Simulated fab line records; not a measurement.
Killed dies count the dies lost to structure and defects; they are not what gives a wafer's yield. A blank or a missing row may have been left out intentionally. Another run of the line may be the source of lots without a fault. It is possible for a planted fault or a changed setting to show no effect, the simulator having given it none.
Struck lot and sound lot, side by side | flow n5 finfet | 38 steps out of a route of 1938
Sound: these wafers, L805.3, L805.4, L805.5. Struck: wafer L801.4 (L801.5, L801.6, from the same lot, were not struck and are left out); the cause is given at the end.
Each step with rows lists, per side, the tool, then ch with its chambers, then its first start. Under that, the readings that differ: sound wafers | struck wafers | difference of the means | sigmas: that difference in standard deviations of wafers without a fault.
alike: words and numbers the same on both sides, and readings whose means are apart by under 2 such deviations; not compared: readings that were withheld, readings missing a value for some wafer, numbers with overlapping values and no deviation given by the record, and bounds like >300 which may hide the same value.
The two part at a step that has a row with sigmas, a row that says differs or no value, or rows on one side only. Numbers that don't overlap but have no deviation are shown without sigmas and don't part them. A reading that every wafer of one side lacks parts them only if that side has two wafers or more.

first, 11 steps without rows for these wafers: N5_BEOL_M12_ETCH_59 (etches BARC in N2/H2, target depth 89 nm, overetch 26.7 nm, time 67.9 s); N5_BEOL_M12_VIA_ETCH_16 (etches SiOC in C4F8/O2/Ar, target depth 724.8 nm); N5_BEOL_M12_STRIP_63 (strips in N2/H2); N5_BEOL_M12_STRIP_64 (strips in N2/H2); N5_BEOL_M12_STRIP_71 (strips in post etch residue remover, time 60 s); N5_BEOL_M12_SRD_72 (time 30 s, dry time 30 s); N5_BEOL_M12_COAT_65 (time 60 s, resist thk 300 nm); N5_BEOL_M12_COAT_66 (time 60 s, resist thk 110 nm); N5_BEOL_M12_COAT_22 (resist thk 300 nm); N5_BEOL_M12_EBR_24; N5_BEOL_M12_SOFTBAKE_23 (time 60 s).
N5_BEOL_M12_EXPOSE_25: exposes mask M12.
  sound on krf scanner-01 ch 0, day 15 06:13; struck on krf scanner-02 ch 0, day 13 13:00
  alike: mask
then, 3 steps without rows for these wafers: N5_BEOL_M12_PEB_26 (peb time 90 s); N5_BEOL_M12_DEVELOP_27 (develop time 45 s); N5_BEOL_M12_HARDBAKE_32 (time 120 s).
N5_BEOL_M12_CD_MEAS_28: the cd target is 160.2 nm.
  sound on cd sem-03 ch 0, day 15 06:23; struck on cd sem-01 ch 0, day 13 13:09
  reading    | sound             | struck | difference | sigmas
  cd nm (nm) | 161.3 161.5 163.3 | 169.9  | +7.9       | +6
then, 20 steps without rows for these wafers: N5_BEOL_M12_DESCUM_33 (chemistry O2, time 7.9 s); N5_BEOL_M12_ETCH_67 (etches SiARC in CF4, target depth 143 nm, time 238.3 s); N5_BEOL_M12_ETCH_68 (etches SOC in N2/H2, time 285 s); N5_BEOL_M12_STRIP_69 (strips in N2/H2); N5_BEOL_M12_TRENCH_ETCH_34 (etches SiOC in C4F8/O2/Ar, target depth 318.95 nm, time 125.5 s); N5_BEOL_M12_STRIP_70 (strips in C4F8/O2/Ar); N5_BEOL_M12_STRIP_37 (strips in N2/H2); N5_BEOL_M12_ETCH_38 (etches SiCN in CF4/N2, target depth 68.7 nm, time 73.4 s); N5_BEOL_M12_PRECLEAN_39 (cleans in residue remover, time 60 s); N5_BEOL_M12_SRD_40 (time 30 s, dry time 30 s); N5_BEOL_M12_DEGAS_41 (time 60 s); N5_BEOL_M12_PRE_CLEAN_42 (time 30 s); N5_BEOL_M12_SPUTTER_43 (material TaN, target thk 15 nm, time 24.19 s); N5_BEOL_M12_SPUTTER_44 (material Ta, target thk 10 nm, time 16.13 s); N5_BEOL_M12_SPUTTER_45 (material Cu, target thk 80 nm, time 13.33 s); N5_BEOL_M12_ECD_47 (material Cu, target thk 720 nm); N5_BEOL_M12_ANNEAL_48 (time 90 s); N5_BEOL_M12_CMP_49 (polishes, stops on SiOC, t overpolish 20.6 s, target thk 320 nm); N5_BEOL_M12_PRE_CLEAN_52 (time 15 s); N5_BEOL_M12_DEP_53 (deposits SiCN from 3MS/NH3, target thk 30 nm, time 10.5 s).
N5_BEOL_M15_RC_MEAS_101:
  sound on prober-02 ch 0, day 16 08:04; struck on prober-01 ch 0, day 14 19:24
  reading                    | sound                   | struck  | difference | sigmas
  COMB_M13 (S/m)             | 6.9e-12 7.3e-12 5.3e-12 | 4.6e-12 | -1.9e-12   | -2
  SERP_M12 (ohm/um)          | 0.637 0.620 0.636       | 0.565   | -0.066     | -5
  SERP_M12_max_site (ohm/um) | 0.644 0.626 0.651       | 0.580   | -0.060     | -4
  SERP_M6 (ohm/um)           | 13.0 13.6 13.1          | 14.4    | +1.2       | +3
  SERP_M8 (ohm/um)           | 12.6 13.5 13.0          | 14.2    | +1.2       | +2
  alike: COMB_M10, COMB_M10_max_site, COMB_M11, COMB_M12, COMB_M14, COMB_M15, COMB_M5, COMB_M6, COMB_M7, COMB_M8, COMB_M8_max_site, COMB_M9, SERP_M10, SERP_M10_max_site, SERP_M11, SERP_M13, SERP_M14, SERP_M5, SERP_M7, SERP_M7_max_site, SERP_M9, SERP_M9_max_site
N5_PASSIVATION_PROBE_49:
  sound on prober-01 at day 16 23:23; struck on prober-02 at day 15 10:07
  alike: defect limited yield, killed_at_M0_to_M3, killed_at_M4_up, killed at contacts, killed at front end, killed at other, killed dies, killed on rim, killed open, killed short, sort_bin_5_function, sort_bin_6_memory, sort n pass, sort yield pct

WHERE THEY PART
Earliest at N5_BEOL_M12_CD_MEAS_28; latest, in this record, at N5_BEOL_M15_RC_MEAS_101. Later steps at which nothing parts them and some readings are alike: N5_PASSIVATION_PROBE_49.

WHY: the cause the simulator had injected
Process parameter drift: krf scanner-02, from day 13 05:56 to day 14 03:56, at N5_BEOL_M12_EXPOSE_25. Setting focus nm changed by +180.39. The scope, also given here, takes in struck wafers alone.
